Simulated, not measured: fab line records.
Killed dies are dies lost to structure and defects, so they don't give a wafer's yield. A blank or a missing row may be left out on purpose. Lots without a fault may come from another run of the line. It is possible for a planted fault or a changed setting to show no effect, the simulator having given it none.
The tool behind it: which one? | flow n5-finfet | 13 lots, 38 wafers sampled, at 3 steps of a route of 1938

## WHAT THE GAUGES READ, wafer by wafer
N5_START_INSPECT_01: inspects for defects (unpatterned scan). Usual: raw-defect-count reads 5.4 (standard deviation 2.2).
lot  | measured    | on                | raw-defect-count | flag
L982 | day 1 12:02 | defect-inspect-01 | 7 4              |
L986 | day 2 12:02 | defect-inspect-02 | 8 8 6            |
L987 | day 2 18:02 | defect-inspect-02 | 11 5 6           |
L988 | day 3 00:02 | defect-inspect-01 | 8 3 4            |
L989 | day 3 06:02 | defect-inspect-01 | 5 3 8            |
L991 | day 3 18:02 | defect-inspect-02 | 6 6 6            |
L992 | day 4 00:02 | defect-inspect-02 | 6 5 5            |
L993 | day 4 06:02 | defect-inspect-01 | 4 4 4            |
L994 | day 4 12:02 | defect-inspect-01 | 5 2 2            |
L995 | day 4 18:02 | defect-inspect-01 | 3 6 4            |
L997 | day 5 06:02 | defect-inspect-02 | 6 6 8            |
L998 | day 5 12:02 | defect-inspect-02 | 7 5 7            |
L999 | day 5 18:02 | defect-inspect-01 | 7 6 6            |

N5_WELL_APT_INSPECT_27: inspects for defects (macro). Usual: raw-defect-count reads 2.2 (standard deviation 1.5).
lot  | measured    | on                | raw-defect-count | flag
L982 | day 1 14:51 | defect-inspect-01 | 2 3              |
L986 | day 2 16:28 | defect-inspect-01 | 1 1 1            |
L987 | day 2 21:29 | defect-inspect-02 | 3 3 0            |
L988 | day 3 03:20 | defect-inspect-01 | 3 1 1            |
L989 | day 3 08:52 | defect-inspect-02 | 2 3 2            |
L991 | day 3 21:23 | defect-inspect-01 | 1 3 1            |
L992 | day 4 03:12 | defect-inspect-01 | 3 5 6            |
L993 | day 4 08:58 | defect-inspect-02 | 3 3 2            |
L994 | day 4 15:22 | defect-inspect-01 | 3 2 2            |
L995 | day 4 21:00 | defect-inspect-02 | 6 3 1            |
L997 | day 5 09:09 | defect-inspect-02 | 5 4 2            |
L998 | day 5 15:02 | defect-inspect-01 | 2 3 0            |
L999 | day 5 21:03 | defect-inspect-01 | 1 3 6            |

## TOOL THAT RAN EACH LOT (tool first, then ch and the chambers of the sampled wafers, then the start)
lot  | N5_WELL_APT_DESCUM_13
L982 | rie-diel-05 ch 3, day 1 13:46
L986 | rie-diel-02 ch 0,1,2, day 2 15:14
L987 | rie-diel-06 ch 0,1,2, day 2 20:24
L988 | rie-diel-06 ch 0,2, day 3 02:14
L989 | rie-diel-05 ch 0,2, day 3 07:39
L991 | rie-diel-05 ch 0,1, day 3 20:15
L992 | rie-diel-06 ch 1,2, day 4 01:58
L993 | rie-diel-02 ch 0,3, day 4 07:45
L994 | rie-diel-05 ch 0,2, day 4 13:55
L995 | rie-diel-06 ch 1,3, day 4 19:46
L997 | rie-diel-06 ch 0,3, day 5 08:04
L998 | rie-diel-06 ch 0,1,3, day 5 13:49
L999 | rie-diel-06 ch 0,2,3, day 5 19:49
- N5_WELL_APT_DESCUM_13: chemistry O2, time 7.9 s.

## AS READ BY THE TOOLS THEMSELVES (means over the sampled wafers that have a number; for cases with no such wafer, the mark the record gives instead)
N5_WELL_APT_DESCUM_13. Usual: drypump-motor-current-A 5.8 A, standard deviation 0.58; oes-product-au 0.78 a.u., standard deviation 0.097; rf-vpp-V 242.6 V, standard deviation 1.2; showerhead-plenum-p-Torr 2.05 Torr, standard deviation 0.058; throttle-valve-pct 20.44 %, standard deviation 0.23.
lot  | tool        | drypump-motor-current-A (A) | oes-product-au (a.u.) | rf-vpp-V (V) | showerhead-plenum-p-Torr (Torr) | throttle-valve-pct (%) | flag
L982 | rie-diel-05 | 4.9                         | 0.69                  | 242.7        | 2.07                            | 20.30                  |
L986 | rie-diel-02 | 5.6                         | 0.85                  | 242.1        | 2.06                            | 20.30                  |
L987 | rie-diel-06 | 5.7                         | 0.70                  | 242.8        | 2.02                            | 20.59                  |
L988 | rie-diel-06 | 5.3                         | 0.72                  | 242.6        | 2.02                            | 20.75                  |
L989 | rie-diel-05 | 6.2                         | 0.79                  | 242.2        | 2.05                            | 20.29                  |
L991 | rie-diel-05 | 6.3                         | 0.91                  | 242.1        | 2.05                            | 20.21                  |
L992 | rie-diel-06 | 6.1                         | 0.67                  | 242.8        | 2.04                            | 20.57                  |
L993 | rie-diel-02 | 5.6                         | 0.80                  | 242.6        | 2.07                            | 20.46                  |
L994 | rie-diel-05 | 6.2                         | 0.79                  | 242.1        | 2.05                            | 20.31                  |
L995 | rie-diel-06 | 6.1                         | 0.72                  | 241.8        | 2.05                            | 20.43                  |
L997 | rie-diel-06 | 5.4                         | 0.74                  | 242.7        | 2.05                            | 20.75                  |
L998 | rie-diel-06 | 5.8                         | 0.73                  | 242.3        | 2.05                            | 20.60                  |
L999 | rie-diel-06 | 5.8                         | 0.82                  | 243.7        | 2.08                            | 20.59                  |

## THE ANSWER, worked out from the rows above alone
Rule: take the mean of a lot's wafers that have a number; if it is more than 3 standard deviations from the usual mean, the lot is off. A lot without any number at a reading at which 4 lots or more have one is off too. Any other lot the step has rows for is counted as sound. The gauges are gone through in route order, then the tools' own readings, and for those a lot's mean is taken as printed above. The first step at which some lot is off is used, and at that step the reading that is off furthest; a lot without a number counts as furthest.
No lot is off at any reading shown: from this, nothing can be told.

## WHAT HAD BEEN PUT IN BY THE SIMULATOR
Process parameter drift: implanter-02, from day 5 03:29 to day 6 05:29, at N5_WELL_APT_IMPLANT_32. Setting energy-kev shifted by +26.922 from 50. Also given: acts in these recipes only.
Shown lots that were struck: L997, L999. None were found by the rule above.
